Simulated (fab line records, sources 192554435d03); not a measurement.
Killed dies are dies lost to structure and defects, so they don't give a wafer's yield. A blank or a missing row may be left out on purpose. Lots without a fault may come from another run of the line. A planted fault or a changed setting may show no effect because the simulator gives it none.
Split-lot experiment | flow n5_finfet | 7 lots, 21 wafers read, on a route of 1938 steps

THE SPLIT
At N5_BEOL_M15_COAT_04 (resist thk 800 nm), the setting spin_rpm was moved away from the recipe's 1704 rpm on 5 of the 21 wafers read, by -8.1% to +4.3%. The other wafers ran this setting at the recipe's value.

FROM THE SPLIT TO THE READING: what the file shows between them, 4 steps
- N5_BEOL_M15_EBR_06
- N5_BEOL_M15_SOFTBAKE_05: time 60 s
- N5_BEOL_M15_DESCUM_15: chemistry O2, time 7.9 s
- N5_BEOL_M15_ETCH_59: etches BARC in N2/H2, target depth 89 nm, overetch 26.7 nm, time 67.9 s

THE READING
coat_of_BEOL_M15_COAT_04.thk_nm (the simulator's own value, which no gauge read), in nm, at N5_BEOL_M15_VIA_ETCH_16 (etches SiO2 in C4F8/O2/Ar, target depth 1792.2 nm). The file gives no usual value for it. The 16 wafers here that ran the recipe average 331.9 nm, standard deviation 4.4 nm.

wafer  | tool, chamber at the split | spin_rpm as run, rpm | against the recipe | coat_of_BEOL_M15_COAT_04.thk_nm, nm | against lot-mates on the recipe
L077.2 | litho_track-05, 0          | 1704                 | recipe             | 333.6                               | -
L077.4 | litho_track-05, 0          | 1704                 | recipe             | 336                                 | -
L077.5 | litho_track-05, 0          | 1704                 | recipe             | 327.6                               | -
L079.1 | litho_track-05, 0          | 1704                 | recipe             | 331.2                               | -
L079.5 | litho_track-05, 0          | 1704                 | recipe             | 324.2                               | -
L079.6 | litho_track-05, 0          | 1704                 | recipe             | 329.6                               | -
L082.1 | litho_track-05, 0          | 1704                 | recipe             | 335                                 | -
L082.2 | litho_track-05, 0          | 1704                 | recipe             | 336.8                               | -
L082.5 | litho_track-05, 0          | 1704                 | recipe             | 333.2                               | -
L085.1 | litho_track-01, 0          | 1704                 | recipe             | 328                                 | -
L085.5 | litho_track-01, 0          | 1704                 | recipe             | 332                                 | -
L085.6 | litho_track-01, 0          | 1566                 | -8.1%              | 367.4                               | +37.4
L089.1 | litho_track-05, 0          | 1704                 | recipe             | 327.4                               | -
L089.2 | litho_track-05, 0          | 1632                 | -4.2%              | 353.6                               | +27.1
L089.6 | litho_track-05, 0          | 1704                 | recipe             | 325.6                               | -
L093.4 | litho_track-05, 0          | 1704                 | recipe             | 332.6                               | -
L093.5 | litho_track-05, 0          | 1704                 | recipe             | 341                                 | -
L093.6 | litho_track-05, 0          | 1704                 | recipe             | 336                                 | -
L095.1 | litho_track-04, 0          | 1778                 | +4.3%              | 321.4                               | no lot-mate on the recipe
L095.2 | litho_track-04, 0          | 1778                 | +4.3%              | 309.8                               | no lot-mate on the recipe
L095.4 | litho_track-04, 0          | 1778                 | +4.3%              | 322.2                               | no lot-mate on the recipe

THE FIT
A straight line over all 21 wafers: coat_of_BEOL_M15_COAT_04.thk_nm changes by -4.02 nm for each +1% of spin_rpm; r = -0.91; the points scatter about the line by 4.9 nm.
The same after taking each lot's own level away (the mean of its wafers on the recipe; 18 wafers): -4.98 nm for each +1%; r = -0.96; scatter 3.2 nm.
On that fit, the largest move of spin_rpm shifts the reading by 40 nm.
The lots' own levels span 326.50 to 336.53 nm, that is 2.3 times the standard deviation above.
So the lot-to-lot level changes the slope: the two fits differ.
Check: with one of the wafers moved furthest among these (-8.1%) left out of the fit, the line predicts +51.9 nm for it against its lot-mates. It came out at +37.4 nm against them.

OTHER SPLITS ON THESE WAFERS
These wafers also went through other splits before the reading. Each is held against what the fit with the lots' levels taken away leaves over:
other split on the same wafers | wafers away from the commonest value | r with coat_of_BEOL_M15_COAT_04.thk_nm (lot level and that fit taken away)
N5_BEOL_M13_COAT_04 spin_rpm   | 7                                    | +0.07
N5_BEOL_M14_DEP_53 time_s      | 5                                    | -0.46

THE WHOLE CHAIN: every reading that the file lists as answering this split, in the file's order
step                    | what it does                                      | reading                                                                          | change (the file's fit)              | r (the file's)
N5_BEOL_M15_COAT_04     | resist thk 800 nm                                 | coat_of_BEOL_M15_COAT_04.thk_nm (the simulator's own value, which no gauge read) | -4.57 nm for each +1% of the setting | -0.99
N5_BEOL_M15_DESCUM_15   | chemistry O2, time 7.9 s                          | coat_of_BEOL_M15_COAT_04.thk_nm (the simulator's own value, which no gauge read) | -4.55 nm for each +1% of the setting | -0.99
N5_BEOL_M15_VIA_ETCH_16 | etches SiO2 in C4F8/O2/Ar, target depth 1792.2 nm | coat_of_BEOL_M15_COAT_04.thk_nm (the simulator's own value, which no gauge read) | -5 nm for each +1% of the setting    | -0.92

THE FILE'S OWN FIT
coat_of_BEOL_M15_COAT_04.thk_nm changes by -5 nm for each +1% of spin_rpm, r = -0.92.
